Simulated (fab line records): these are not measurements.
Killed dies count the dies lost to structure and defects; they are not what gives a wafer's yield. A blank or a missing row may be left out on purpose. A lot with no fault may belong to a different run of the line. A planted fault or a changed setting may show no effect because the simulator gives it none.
fab line records    flow n5Finfet
[record] lots = 9  wafers = 27  lastDay = 17
route steps=1938 shown SD_EPI_P@311 ILD0@338 BEOL_M4@1111
lots that met no fault: from a run of the same line without faults
startH: hours from the record's first day to the start of the lot's first wafer shown    waitH: time in hours since the lot's previous step    " the same as in the row above    L1.1+2: one row covering several wafers at once    - value missing, or start not given    * or withheld: withheld    < > ~ a bound
route shown NAME@n: a module of which the file shows steps, and the number in the route of the first    usual: mean/standard deviation of fault-free wafers    same: alike in all rows    chamber/n: place in a boat    sites: the reading at each site    _std_site: how widely they spread, as a standard deviation    _edge_site: outer sites' mean less inner sites'    radiusMm: how far each site lies from the wafer's centre    mask NAME#n: copy n    behind: the tool/chamber that last shaped the wafer    hold: why the lot went on hold/how many hours it stayed there/how the hold came to an end    device: names the non-switching transistor (n, p or np)    end of line: the same wafers' tests at the end of the route    a step without rows: its recipe alone    killed: at the first sort, the dies lost to defects and structure; wafer yield is something else    map: a wafer's dies, x killed, . not, _ none there
set.NAME: the setting the step ran with; set.NAME@STEP: the setting that earlier step ran with    model.NAME: the simulator's own value behind a step, which no gauge read
route steps across a sampled set of lots; one table per step, one row per wafer
services: when a tool's chamber went out of use (startH, in hours from the record's first day, below 0 if earlier), for how many hours, and the reason
[[steps]]
[step N5_SD_EPI_P_ETCH_47]
[recipe] chemistry = CH3F/O2  target = SiOCN  targetDepthA = 250  maskMaterial = SOC  ionEnergyEv = 60  biasW = 29  pressureMtorr = 30  sourceW = 410  Ar_flow_sccm = 150  CH3F_flow_sccm = 30  O2_flow_sccm = 20
[usual] drypumpMotorCurrentA = 5.5/0.4  oesProductAu = 0.79/0.083  rfFwdPowerW = 408.1/1.4  rfVppV = 126.9/2.3  showerheadPlenumPTorr = 1.98/0.071  throttleValvePct = 16.19/0.2
lot.wafer  tool        chamber  startH  waitH  drypumpMotorCurrentA  oesProductAu  rfFwdPowerW  rfHoursCounterH  rfVppV  showerheadPlenumPTorr  throttleValvePct
L168.1     rieDiel-01  3        73.10   0.1    5.6                   0.79          408.7        117              129.8   2.10                   16.12
L168.2     "           0        "       "      5.0                   0.69          405.7        229              125.3   1.99                   16.44
L168.3     "           1        "       "      5.8                   0.90          408.0        43               122.7   1.96                   16.01
L169.1     rieDiel-01  2        81.70   0.1    5.2                   0.82          408.1        102              127.8   1.94                   16.17
L169.5     "           0        "       "      4.9                   0.69          407.4        -                126.7   1.99                   16.49
L169.6     "           3        "       "      5.6                   0.79          409.7        -                128.3   2.10                   16.13
L171.3     rieDiel-01  3        91.25   0.1    5.6                   0.79          410.3        122              130.1   2.10                   16.16
L171.4     "           0        "       "      4.9                   0.69          407.4        234              127.3   1.99                   16.46
L171.6     "           1        "       "      5.8                   0.88          409.9        -                123.8   1.96                   16.02
L178.1     rieDiel-03  3        139.73  0.1    5.7                   0.69          408.5        223              123.8   1.99                   16.48
L178.4     "           1        "       "      6.3                   0.70          408.4        228              129.5   2.06                   16.72
L178.5     "           2        "       "      5.0                   0.69          407.7        -                131.2   2.03                   16.33
L180.1     rieDiel-01  1        148.32  0.1    5.8                   0.87          409.6        65               123.6   1.96                   16.06
L180.4     "           3        "       "      5.6                   0.76          409.0        -                129.5   2.10                   16.19
L180.6     "           2        "       "      5.2                   0.79          407.0        -                128.7   1.93                   16.22
L181.2     rieDiel-04  2        158.33  0.1    6.2                   0.88          408.0        42               128.6   2.05                   15.90
L181.4     "           1        "       "      5.7                   0.76          408.1        134              126.6   1.84                   16.07
L181.5     "           1        "       "      5.7                   0.77          409.0        -                125.8   1.84                   16.08
L182.2     rieDiel-01  0        161.35  0.1    4.9                   0.96          408.7        0                127.2   1.98                   15.96
L182.5     "           0        "       "      5.0                   0.97          409.5        -                126.3   1.98                   15.96
L182.6     "           1        "       "      5.8                   0.85          407.3        -                123.9   1.96                   16.07
L185.1     rieDiel-04  0        173.76  0.1    5.8                   0.68          407.2        240              126.6   1.96                   16.55
L185.4     "           2        "       "      6.2                   0.87          409.7        45               129.3   2.05                   15.91
L185.5     "           1        "       "      5.8                   0.75          408.3        -                127.1   1.84                   16.08
L187.3     rieDiel-04  3        186.70  0.1    5.2                   0.70          406.9        208              125.9   1.90                   16.28
L187.4     "           1        "       "      5.7                   0.77          405.9        142              125.6   1.84                   16.11
L187.6     "           3        "       "      5.2                   0.70          405.5        -                125.7   1.90                   16.30
[step N5_SD_EPI_P_STRIP_40]
[recipe] chemistry = N2/H2  powerW = 1000  tempC = 250  h2Frac = 0.65  overashFraction = 0.3  pressureMtorr = withheld  n2FlowSccm = 1750  h2FlowSccm = 3250
[usual] drypumpMotorCurrentA = 5.34/0.22  heaterPowerW = 307/22  oesProductAu = 0.762/0.011
lot.wafer  tool            chamber  startH  waitH  drypumpMotorCurrentA  heaterPowerW  oesProductAu  rfHoursCounterH
L168.1     plasmaAsher-01  0        73.41   0.0    5.57                  285           0.754         43
L168.2     "               1        "       "      5.35                  336           0.774         43
L168.3     "               1        "       "      5.37                  338           0.763         -
L169.1     plasmaAsher-02  1        82.02   0.0    5.36                  293           0.767         84
L169.5     "               1        "       "      5.39                  295           0.744         -
L169.6     "               0        "       "      5.01                  312           0.767         -
L171.3     plasmaAsher-02  1        91.59   0.0    5.36                  292           0.753         -
L171.4     "               0        "       "      5.01                  321           0.749         -
L171.6     "               1        "       "      5.37                  301           0.765         -
L178.1     plasmaAsher-02  1        140.04  0.0    5.37                  299           0.748         94
L178.4     "               0        "       "      5.02                  314           0.750         -
L178.5     "               1        "       "      5.35                  298           0.762         -
L180.1     plasmaAsher-01  0        148.64  0.0    5.65                  290           0.749         58
L180.4     "               1        "       "      5.33                  333           0.756         -
L180.6     "               0        "       "      5.60                  281           0.785         -
L181.2     plasmaAsher-01  1        158.64  0.0    5.33                  341           0.777         59
L181.4     "               0        "       "      5.64                  275           0.778         -
L181.5     "               1        "       "      5.32                  341           0.778         -
L182.2     plasmaAsher-02  0        161.66  0.0    5.01                  314           0.771         97
L182.5     "               0        "       "      5.02                  319           0.763         -
L182.6     "               1        "       "      5.37                  295           0.746         -
L185.1     plasmaAsher-01  0        174.08  0.0    5.59                  280           0.766         61
L185.4     "               1        "       "      5.34                  340           0.747         -
L185.5     "               1        "       "      5.32                  323           0.761         -
L187.3     plasmaAsher-02  1        187.03  0.0    5.35                  291           0.761         -
L187.4     "               0        "       "      5.02                  319           0.746         -
L187.6     "               1        "       "      5.33                  291           0.781         -
[step N5_ILD0_CMP_03]
[recipe] stopOn = SiNx  tOverpolishS = 1.9  postCmpClean = alkalineBrush  downForcePsi = 4.1491  platenRpm = 51.796  padVelocityMS = 1.0306  targetThkNm = 197.38
[usual] headPressurePsi = 4.150/0.009  motorCurrentA = 12.3/1  overpolishRunS = 1.901/0.0089  platenRpm = 51.79/0.037  slurryFlowMlMin = 149.9/0.47  timeToEndpointS = 70/4.5
lot.wafer  tool    chamber  startH  waitH  headPressurePsi  motorCurrentA  overpolishRunS  platenRpm  slurryFlowMlMin  timeToEndpointS
L168.3     cmp-03  0        79.67   0.0    4.156            13.2           1.893           51.79      149.9            66
L168.2     "       1        "       "      4.147            13.2           1.911           51.73      149.6            64
L168.1     "       2        "       "      4.153            12.7           1.893           51.74      150.3            61
L169.1     cmp-04  0        88.15   0.1    4.147            13.0           1.913           51.75      149.9            78
L169.6     "       3        "       "      4.161            12.0           1.912           51.79      150.1            79
L169.5     "       0        "       "      4.161            12.6           1.902           51.79      149.3            74
L171.4     cmp-01  2        97.86   0.1    4.157            12.4           1.897           51.80      150.2            71
L171.3     "       3        "       "      4.144            13.7           1.899           51.80      149.2            69
L171.6     "       2        "       "      4.138            12.2           1.891           51.81      149.6            69
L178.1     cmp-04  3        160.70  0.1    4.168            11.9           1.894           51.81      149.4            71
L178.4     "       0        "       "      4.156            13.6           1.896           51.84      149.2            69
L178.5     "       1        "       "      4.147            12.0           1.898           51.71      150.2            66
L180.1     cmp-01  0        160.77  0.2    4.138            10.6           1.895           51.80      149.2            74
L180.4     "       1        "       "      4.159            11.3           1.900           51.81      150.0            80
L180.6     "       2        "       "      4.132            11.9           1.900           51.77      150.1            76
L181.4     cmp-04  3        166.45  0.1    4.151            12.1           1.907           51.77      150.2            71
L181.2     "       1        "       "      4.132            11.5           1.912           51.78      149.5            65
L181.5     "       3        "       "      4.160            12.0           1.909           51.77      149.7            67
L182.2     cmp-01  2        167.78  0.1    4.146            11.9           1.923           51.76      150.1            76
L182.5     "       0        "       "      4.165            11.1           1.918           51.78      150.0            70
L182.6     "       1        "       "      4.148            11.3           1.898           51.80      150.1            76
L185.4     cmp-01  0        181.59  0.1    4.151            11.3           1.908           51.74      150.8            73
L185.1     "       1        "       "      4.150            11.4           1.876           51.82      149.9            72
L185.5     "       3        "       "      4.153            13.6           1.896           51.79      150.4            73
L187.3     cmp-03  2        193.93  0.0    4.153            11.4           1.916           51.82      149.5            65
L187.4     "       3        "       "      4.151            12.3           1.901           51.76      149.7            72
L187.6     "       2        "       "      4.141            11.4           1.909           51.78      149.4            63
[step N5_ILD0_CMP_07]
[recipe] stopOn = poly-Si  material = SiO2_flowable  tOverpolishS = 1.18  postCmpClean = alkalineBrush  downForcePsi = 4.1491  platenRpm = 51.796  padVelocityMS = 1.0306  targetThkNm = 138.88
[usual] headPressurePsi = 4.149/0.0088  motorCurrentA = 12.2/1.2  platenRpm = 51.80/0.034  slurryFlowMlMin = 149.9/0.49
lot.wafer  tool    chamber  startH  waitH  headPressurePsi  motorCurrentA  platenRpm  slurryFlowMlMin
L168.3     cmp-01  0        80.03   0.1    4.147            10.9           51.77      149.6
L168.1     "       1        "       "      4.168            11.2           51.76      150.0
L168.2     "       2        "       "      4.147            11.4           51.78      149.3
L169.1     cmp-01  1        88.55   0.1    4.152            11.0           51.86      148.9
L169.5     "       2        "       "      4.145            11.2           51.80      150.0
L169.6     "       3        "       "      4.147            14.4           51.78      149.6
L171.4     cmp-04  2        98.15   0.0    4.132            11.2           51.79      149.1
L171.3     "       1        "       "      4.148            12.1           51.85      149.6
L171.6     "       2        "       "      4.141            11.7           51.78      150.2
L178.1     cmp-01  3        161.02  0.1    4.152            14.0           51.84      150.5
L178.4     "       0        "       "      4.151            11.2           51.83      150.1
L178.5     "       2        "       "      4.680            12.0           51.78      149.9
L180.4     cmp-01  3        161.25  0.3    4.146            14.8           51.78      149.5
L180.1     "       0        "       "      4.165            11.2           51.76      150.7
L180.6     "       2        "       "      4.701            13.0           51.74      150.2
L181.2     cmp-01  1        166.73  0.0    4.158            11.5           51.78      150.4
L181.4     "       2        "       "      4.691            13.0           51.77      150.9
L181.5     "       1        "       "      4.136            11.4           51.77      150.3
L182.2     cmp-04  1        168.14  0.1    4.143            12.0           51.82      150.1
L182.5     "       2        "       "      4.141            11.2           51.76      149.6
L182.6     "       3        "       "      4.145            11.4           51.78      149.6
L185.4     cmp-04  2        181.84  0.0    4.145            10.9           51.81      150.2
L185.1     "       0        "       "      4.155            12.9           51.80      150.0
L185.5     "       3        "       "      4.161            11.6           51.85      149.9
L187.3     cmp-03  2        194.29  0.1    4.163            12.0           51.81      150.3
L187.4     "       0        "       "      4.152            12.5           51.83      149.6
L187.6     "       1        "       "      4.154            13.4           51.76      149.3
[step N5_BEOL_M4_RC_MEAS_101]
[usual] DIBL_N = 36.5/1.4  DIBL_P = 36.6/1.9  IOFF_N = 0.167/0.029  IOFF_P = 0.21/0.033  ION_N = 674/12  ION_P = 460/8.9  SS_N = 71.6/0.57  SS_P = 73.4/0.61  VT_N = 249/3.3  VT_P = -250/3.3
lot.wafer  tool       chamber  startH  waitH  DIBL_N[mV/V]  DIBL_P[mV/V]  IOFF_N[nA/um]  IOFF_P[nA/um]  ION_N[uA/um]  ION_P[uA/um]  SS_N[mV/dec]  SS_P[mV/dec]  VT_N[mV]  VT_P[mV]
L168.1     prober-02  0        181.24  0.0    36.0          37.2          0.162          0.23           693           478           71.3          72.9          252       -252
L168.2     "          0        "       "      34.5          34.3          0.130          0.19           667           460           71.4          72.8          253       -250
L168.3     "          0        "       "      36.4          36.9          0.145          0.22           659           457           72.1          73.6          252       -250
L169.1     prober-02  0        195.26  0.0    36.6          35.3          0.158          0.23           678           467           71.5          73.4          250       -248
L169.5     "          0        "       "      35.1          33.9          0.135          0.21           662           462           70.4          73.0          252       -248
L169.6     "          0        "       "      37.3          36.3          0.173          0.25           677           470           71.1          73.6          250       -244
L171.3     prober-01  0        204.07  0.3    37.1          38.5          0.212          0.25           682           468           72.3          73.9          246       -248
L171.4     "          0        "       "      35.5          35.8          0.180          0.21           694           470           72.4          72.8          246       -249
L171.6     "          0        "       "      35.7          36.4          0.170          0.21           678           462           72.6          73.1          248       -249
L178.1     prober-02  0        261.62  0.4    36.3          35.4          0.172          0.21           667           456           71.7          74.1          248       -250
L178.4     "          0        "       "      36.7          35.9          0.179          0.22           674           460           71.3          74.2          249       -250
L178.5     "          0        "       "      35.4          33.3          0.136          0.17           656           450           71.5          72.9          255       -254
L180.1     prober-01  0        265.74  0.0    37.8          38.8          0.196          0.22           677           460           71.7          73.6          245       -248
L180.4     "          0        "       "      36.9          37.7          0.180          0.21           685           464           71.3          73.5          247       -250
L180.6     "          0        "       "      35.8          36.3          0.148          0.19           670           461           71.3          73.9          249       -252
L181.2     prober-01  0        268.55  0.2    36.4          35.7          0.127          0.16           656           444           71.0          72.9          255       -257
L181.4     "          0        "       "      40.3          39.6          0.217          0.22           674           453           72.3          74.0          245       -252
L181.5     "          0        "       "      36.8          35.8          0.137          0.16           656           449           71.5          73.3          252       -258
L182.2     prober-02  0        269.37  0.2    35.6          35.7          0.135          0.16           662           445           71.4          72.4          255       -255
L182.5     "          0        "       "      36.2          36.2          0.152          0.17           664           446           70.7          73.0          249       -255
L182.6     "          0        "       "      37.4          37.4          0.164          0.20           674           454           72.3          72.9          251       -255
L185.1     prober-02  0        289.57  0.0    36.3          36.5          0.160          0.20           671           456           72.0          74.1          248       -253
L185.4     "          0        "       "      35.6          36.2          0.138          0.20           660           451           71.5          73.5          254       -255
L185.5     "          0        "       "      35.4          35.1          0.140          0.19           673           459           70.9          74.4          252       -253
L187.3     prober-01  0        304.14  0.3    36.3          35.9          0.147          0.21           659           459           71.3          72.9          253       -249
L187.4     "          0        "       "      38.2          37.1          0.161          0.23           665           457           71.4          73.6          250       -250
L187.6     "          0        "       "      37.6          37.4          0.169          0.24           668           464           72.0          73.7          246       -249
[[services]]
tool            chamber  startH  hours  kind
cmp-01          -        51.53   -      consumableReplace:conditioner
cmp-01          -        51.53   -      consumableReplace:pad
cmp-03          -        53.80   7.9    pm
cmp-03          -        66.27   10.2   pm
cmp-03          -        78.14   0.2    repair
rieDiel-04      0        90.90   7.5    repair
cmp-03          -        99.29   1.0    repair
cmp-04          -        111.77  0.6    repair
cmp-03          -        112.91  4.7    repair
cmp-04          -        116.44  4.0    pm
cmp-04          -        120.44  -      consumableReplace:conditioner
cmp-04          -        120.44  -      consumableReplace:pad
cmp-04          -        124.14  4.6    pm
plasmaAsher-02  -        134.65  0.7    repair
rieDiel-04      1        136.39  8.7    repair
rieDiel-03      2        142.38  -      clean
rieDiel-01      0        144.02  -      clean
rieDiel-01      0        144.02  -      consumableReplace:focusRing
rieDiel-01      0        144.02  16.1   scheduledDown
rieDiel-01      0        144.02  16.1   ventCycle
cmp-01          -        179.60  0.8    repair
rieDiel-01      1        186.61  6.5    repair
cmp-04          -        190.60  2.6    repair
plasmaAsher-01  -        192.36  1.2    repair
[[key]]
[firstSign] step = N5_ILD0_CMP_07  reading = headPressurePsi  direction = up  sigmas = 61  usual = 4.149  struck = 4.690
effect none on later readings
metAt N5_ILD0_CMP_07
struckLots L178,L180,L181
struckWafers L178.5,L180.6,L181.4
notActingAt N5_SD_EPI_P_ETCH_47,N5_SD_EPI_P_STRIP_40,N5_ILD0_CMP_03
onsetBetween 88.55 161.02
[fault] kind = processParameterDrift  tool = cmp-01  chamber = 2  onsetH = 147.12  steps = N5_ILD0_CMP_07  channel = downForcePsi  offset = 0.53334  shape = step  endH = 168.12  actsIn = theseRecipesOnly  stated = 4.1491
